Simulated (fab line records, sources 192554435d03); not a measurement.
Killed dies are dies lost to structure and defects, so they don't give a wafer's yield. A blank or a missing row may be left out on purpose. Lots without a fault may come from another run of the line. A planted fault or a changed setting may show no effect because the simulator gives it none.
Which tool did it? | flow n5_finfet | 10 lots, 30 wafers sampled, at 5 steps of a route of 1938

WHAT THE GAUGES READ, wafer by wafer
The record holds no reading of a measuring or inspecting step that can be judged against a usual standard deviation.

WHICH TOOL RAN EACH LOT (tool, then ch and the chambers of the sampled wafers, then the start)
lot  | N5_BEOL_M5_ETCH_72                 | N5_BEOL_M5_STRIP_19                | N5_BEOL_M5_EXPOSE_25              | N5_BEOL_M5_DESCUM_33               | N5_PASSIVATION_PROBE_49
L873 | rie_diel-03 ch 0,2,3, day 8 14:26  | rie_diel-03 ch 0,3, day 8 14:46    | euv_scanner-02 ch 0, day 8 15:46  | rie_diel-03 ch 2,3, day 8 16:29    | prober-02, day 12 13:49
L878 | rie_diel-04 ch 2,3, day 10 02:51   | rie_diel-03 ch 2,3, day 10 03:16   | euv_scanner-01 ch 0, day 10 05:29 | rie_diel-06 ch 0,1, day 10 05:59   | prober-02, day 14 14:29
L879 | rie_diel-03 ch 0,2,3, day 10 06:31 | rie_diel-06 ch 0,1,3, day 10 06:50 | euv_scanner-02 ch 0, day 10 07:35 | rie_diel-06 ch 2,3, day 10 07:49   | prober-02, day 14 14:56
L880 | rie_diel-03 ch 2,3, day 10 13:32   | rie_diel-04 ch 0,1,2, day 10 13:51 | euv_scanner-02 ch 0, day 10 15:34 | rie_diel-06 ch 1,2, day 10 15:49   | prober-02, day 15 01:52
L883 | rie_diel-04 ch 0,1, day 11 07:26   | rie_diel-06 ch 0,1,3, day 11 07:56 | euv_scanner-02 ch 0, day 11 08:31 | rie_diel-06 ch 1,2,3, day 11 08:51 | prober-01, day 15 07:37
L886 | rie_diel-03 ch 0,1, day 11 21:25   | rie_diel-03 ch 0,2,3, day 11 21:59 | euv_scanner-01 ch 0, day 11 22:14 | rie_diel-06 ch 0,2,3, day 11 22:29 | prober-01, day 15 15:47
L889 | rie_diel-03 ch 0,2, day 12 10:10   | rie_diel-03 ch 0,3, day 12 10:30   | euv_scanner-01 ch 0, day 12 10:55 | rie_diel-04 ch 0,1,3, day 12 11:19 | prober-02, day 16 17:30
L891 | rie_diel-06 ch 0,1,3, day 13 00:59 | rie_diel-04 ch 0,1,3, day 13 01:28 | euv_scanner-01 ch 0, day 13 04:01 | rie_diel-03 ch 1,2,3, day 13 04:49 | prober-02, day 17 03:55
L892 | rie_diel-03 ch 0,1,3, day 13 02:01 | rie_diel-04 ch 0,1,3, day 13 02:22 | euv_scanner-01 ch 0, day 13 03:56 | rie_diel-04 ch 0,1,3, day 13 04:27 | prober-02, day 17 09:02
L890 | rie_diel-04 ch 1,2,3, day 13 17:07 | rie_diel-04 ch 1,2,3, day 13 17:29 | euv_scanner-02 ch 0, day 13 18:47 | rie_diel-03 ch 0,3, day 13 19:08   | prober-01, day 18 01:16
- N5_BEOL_M5_ETCH_72: etches underlayer in N2/H2, target depth 6.5 nm, time 5.2 s.
- N5_BEOL_M5_STRIP_19: strips in O2.
- N5_BEOL_M5_EXPOSE_25: exposes mask V4, defocus 10 nm.
- N5_BEOL_M5_DESCUM_33: chemistry O2, time 7 s.
- N5_PASSIVATION_PROBE_49

WHAT THE TOOLS THEMSELVES READ (means of the sampled wafers that have a number; where no wafer has one, the mark that the record gives instead)
N5_BEOL_M5_ETCH_72. Usual: drypump_motor_current_A 5.7 A, standard deviation 0.47; etch_rf_on_time_s 5.26 s, standard deviation 0.18; n2_flow_sccm 200.0 sccm, standard deviation 0.63; oes_product_au 0.68 a.u., standard deviation 0.072; rf_vpp_V 523.9 V, standard deviation 2.3; showerhead_plenum_p_Torr 2.55 Torr, standard deviation 0.071; throttle_valve_pct 17.96 %, standard deviation 0.29.
lot  | tool        | drypump_motor_current_A (A) | etch_rf_on_time_s (s) | n2_flow_sccm (sccm) | oes_product_au (a.u.) | rf_vpp_V (V) | showerhead_plenum_p_Torr (Torr) | throttle_valve_pct (%) | flag
L873 | rie_diel-03 | 5.6                         | 5.13                  | 199.8               | 0.73                  | 523.2        | 2.56                            | 17.98                  |
L878 | rie_diel-04 | 5.4                         | 5.26                  | 199.5               | 0.68                  | 522.0        | 2.46                            | 18.05                  |
L879 | rie_diel-03 | 5.6                         | 5.11                  | 199.9               | 0.70                  | 523.5        | 2.55                            | 18.00                  |
L880 | rie_diel-03 | 5.7                         | 5.05                  | 199.5               | 0.76                  | 524.6        | 2.54                            | 17.81                  |
L883 | rie_diel-04 | 5.7                         | 5.17                  | 199.6               | 0.60                  | 523.4        | 2.53                            | 18.14                  |
L886 | rie_diel-03 | 5.2                         | 5.46                  | 200.6               | 0.63                  | 524.6        | 2.58                            | 18.01                  |
L889 | rie_diel-03 | 5.2                         | 5.43                  | 200.3               | 0.63                  | 523.1        | 2.52                            | 17.91                  |
L891 | rie_diel-06 | 5.7                         | 5.36                  | 200.1               | 0.66                  | 522.0        | 2.51                            | 17.86                  |
L892 | rie_diel-03 | 5.6                         | 5.23                  | 199.5               | 0.68                  | 524.7        | 2.61                            | 18.13                  |
L890 | rie_diel-04 | 5.4                         | 5.27                  | 200.0               | 0.69                  | 523.0        | 2.56                            | 17.99                  |

N5_BEOL_M5_STRIP_19. Usual: drypump_motor_current_A 5.6 A, standard deviation 0.43; oes_product_au 0.80 a.u., standard deviation 0.089; rf_vpp_V 3.7 V, standard deviation 0.46; showerhead_plenum_p_Torr 2.10 Torr, standard deviation 0.07; throttle_valve_pct 16.75 %, standard deviation 0.22.
lot  | tool        | drypump_motor_current_A (A) | oes_product_au (a.u.) | rf_vpp_V (V) | showerhead_plenum_p_Torr (Torr) | throttle_valve_pct (%) | flag
L873 | rie_diel-03 | 6.0                         | 0.84                  | 3.3          | 2.12                            | 16.79                  |
L878 | rie_diel-03 | 5.7                         | 0.89                  | 4.0          | 2.09                            | 16.48                  |
L879 | rie_diel-06 | 5.7                         | 0.81                  | 3.4          | 2.07                            | 16.61                  |
L880 | rie_diel-04 | 5.6                         | 0.70                  | 3.8          | 2.05                            | 16.98                  |
L883 | rie_diel-06 | 5.7                         | 0.80                  | 3.7          | 2.07                            | 16.63                  |
L886 | rie_diel-03 | 5.6                         | 0.82                  | 3.7          | 2.09                            | 16.64                  |
L889 | rie_diel-03 | 5.5                         | 0.75                  | 4.0          | 2.09                            | 16.81                  |
L891 | rie_diel-04 | 5.4                         | 0.74                  | 4.0          | 2.07                            | 16.85                  |
L892 | rie_diel-04 | 5.5                         | 0.74                  | 4.0          | 2.07                            | 16.86                  |
L890 | rie_diel-04 | 5.4                         | 0.81                  | 4.1          | 2.12                            | 16.77                  |

N5_BEOL_M5_EXPOSE_25. Usual: exposure_dose_mJ_cm2 52.67, standard deviation 0.057.
lot  | tool           | exposure_dose_mJ_cm2 | flag
L873 | euv_scanner-02 | 52.80                |
L878 | euv_scanner-01 | 52.65                |
L879 | euv_scanner-02 | 52.69                |
L880 | euv_scanner-02 | 52.66                |
L883 | euv_scanner-02 | 51.62                | OFF
L886 | euv_scanner-01 | 52.65                |
L889 | euv_scanner-01 | 52.64                |
L891 | euv_scanner-01 | 52.68                |
L892 | euv_scanner-01 | 52.66                |
L890 | euv_scanner-02 | 51.86                | OFF

N5_BEOL_M5_DESCUM_33. Usual: drypump_motor_current_A 5.7 A, standard deviation 0.45; oes_product_au 0.80 a.u., standard deviation 0.084; rf_vpp_V 243.3 V, standard deviation 1.2; showerhead_plenum_p_Torr 2.10 Torr, standard deviation 0.067; throttle_valve_pct 20.48 %, standard deviation 0.21.
lot  | tool        | drypump_motor_current_A (A) | oes_product_au (a.u.) | rf_vpp_V (V) | showerhead_plenum_p_Torr (Torr) | throttle_valve_pct (%) | flag
L873 | rie_diel-03 | 5.7                         | 0.94                  | 242.2        | 2.09                            | 20.24                  |
L878 | rie_diel-06 | 5.4                         | 0.78                  | 242.4        | 2.04                            | 20.33                  |
L879 | rie_diel-06 | 6.1                         | 0.74                  | 242.6        | 2.08                            | 20.42                  |
L880 | rie_diel-06 | 5.9                         | 0.70                  | 243.5        | 2.06                            | 20.54                  |
L883 | rie_diel-06 | 6.0                         | 0.75                  | 243.2        | 2.08                            | 20.47                  |
L886 | rie_diel-06 | 5.8                         | 0.77                  | 244.0        | 2.06                            | 20.33                  |
L889 | rie_diel-04 | 5.4                         | 0.73                  | 242.5        | 2.06                            | 20.60                  |
L891 | rie_diel-03 | 5.7                         | 0.86                  | 244.1        | 2.14                            | 20.44                  |
L892 | rie_diel-04 | 5.4                         | 0.73                  | 242.1        | 2.06                            | 20.60                  |
L890 | rie_diel-03 | 6.0                         | 0.80                  | 243.1        | 2.11                            | 20.62                  |

N5_PASSIVATION_PROBE_49. Usual: defect_limited_yield 91.7 %, standard deviation 1.4; killed_at_M0_to_M3 31, standard deviation 11; killed_at_M4_up 13, standard deviation 4.6; killed_at_contacts 13, standard deviation 6.7; killed_at_front_end 39, standard deviation 9.6; killed_at_other 3.5, standard deviation 2.8; killed_dies 98, standard deviation 16; killed_open 64, standard deviation 11; killed_short 33, standard deviation 8.5; sort_bin_5_function 4.9 %, standard deviation 0.96; sort_bin_6_memory 3.1 %, standard deviation 0.59; sort_bin_8_speed 0.2 %, standard deviation 1.3; sort_n_pass 1080, standard deviation 23; sort_yield_pct 91.5 %, standard deviation 1.9.
lot  | tool      | defect_limited_yield (%) | killed_at_M0_to_M3 | killed_at_M4_up | killed_at_contacts | killed_at_front_end | killed_at_other | killed_dies | killed_open | killed_short | sort_bin_5_function (%) | sort_bin_6_memory (%) | sort_bin_8_speed (%) | sort_n_pass | sort_yield_pct (%) | flag
L873 | prober-02 | 91.2                     | 42                 | 12              | 16                 | 33                  | 1.7             | 104         | 72          | 30           | 5.2                     | 3.3                   | 0.0                  | 1076        | 91.2               |
L878 | prober-02 | 93.4                     | 23                 | 16              | 6                  | 31                  | 2.3             | 78          | 55          | 23           | 4.1                     | 2.3                   | 0.0                  | 1102        | 93.4               |
L879 | prober-02 | 92.5                     | 23                 | 11              | 10                 | 41                  | 3.0             | 88          | 57          | 31           | 4.3                     | 3.0                   | 0.0                  | 1092        | 92.5               |
L880 | prober-02 | 91.2                     | 33                 | 8               | 10                 | 51                  | 1.7             | 104         | 58          | 40           | 5.3                     | 2.7                   | 0.0                  | 1076        | 91.2               |
L883 | prober-01 | 91.3                     | 47                 | 13              | 5                  | 35                  | 2.7             | 103         | 63          | 37           | 5.1                     | 3.2                   | 0.0                  | 1077        | 91.3               |
L886 | prober-01 | 91.6                     | 34                 | 12              | 10                 | 38                  | 4.3             | 99          | 62          | 35           | 4.6                     | 3.5                   | 0.0                  | 1081        | 91.6               |
L889 | prober-02 | 92.1                     | 37                 | 5               | 8                  | 39                  | 4.7             | 94          | 60          | 33           | 4.7                     | 2.7                   | 0.0                  | 1086        | 92.1               |
L891 | prober-02 | 90.3                     | 40                 | 14              | 14                 | 38                  | 8.3             | 115         | 82          | 32           | 5.8                     | 3.7                   | 0.0                  | 1065        | 90.2               |
L892 | prober-02 | 93.0                     | 22                 | 15              | 17                 | 26                  | 3.0             | 82          | 54          | 28           | 3.9                     | 2.9                   | 0.3                  | 1095        | 92.8               |
L890 | prober-01 | 90.1                     | 42                 | 13              | 13                 | 45                  | 3.7             | 117         | 73          | 41           | 5.4                     | 4.3                   | 0.0                  | 1063        | 90.1               |

THE ANSWER, worked out from the rows above alone
Rule: a lot is off if the mean of its wafers that have a number lies more than 3 standard deviations from the usual mean. A lot without any number at a reading at which 4 lots or more have one is off too. The other lots that the step has rows for count as sound. The gauges are gone through in route order, then the tools' own readings, and for those a lot's mean is taken as printed above. The first step at which some lot is off is used, and at that step the reading that is off furthest; a lot without a number counts as furthest.
Off: L883, L890, at N5_BEOL_M5_EXPOSE_25 (exposure_dose_mJ_cm2).
A tool fits if, at that step or a process step before it, it ran every lot that is off, and no sound lot after the first of them. Can't be told from this: 2 tools fit, rie_diel-04 at N5_BEOL_M5_ETCH_72, euv_scanner-02 at N5_BEOL_M5_EXPOSE_25.

WHAT THE SIMULATOR HAD PUT IN
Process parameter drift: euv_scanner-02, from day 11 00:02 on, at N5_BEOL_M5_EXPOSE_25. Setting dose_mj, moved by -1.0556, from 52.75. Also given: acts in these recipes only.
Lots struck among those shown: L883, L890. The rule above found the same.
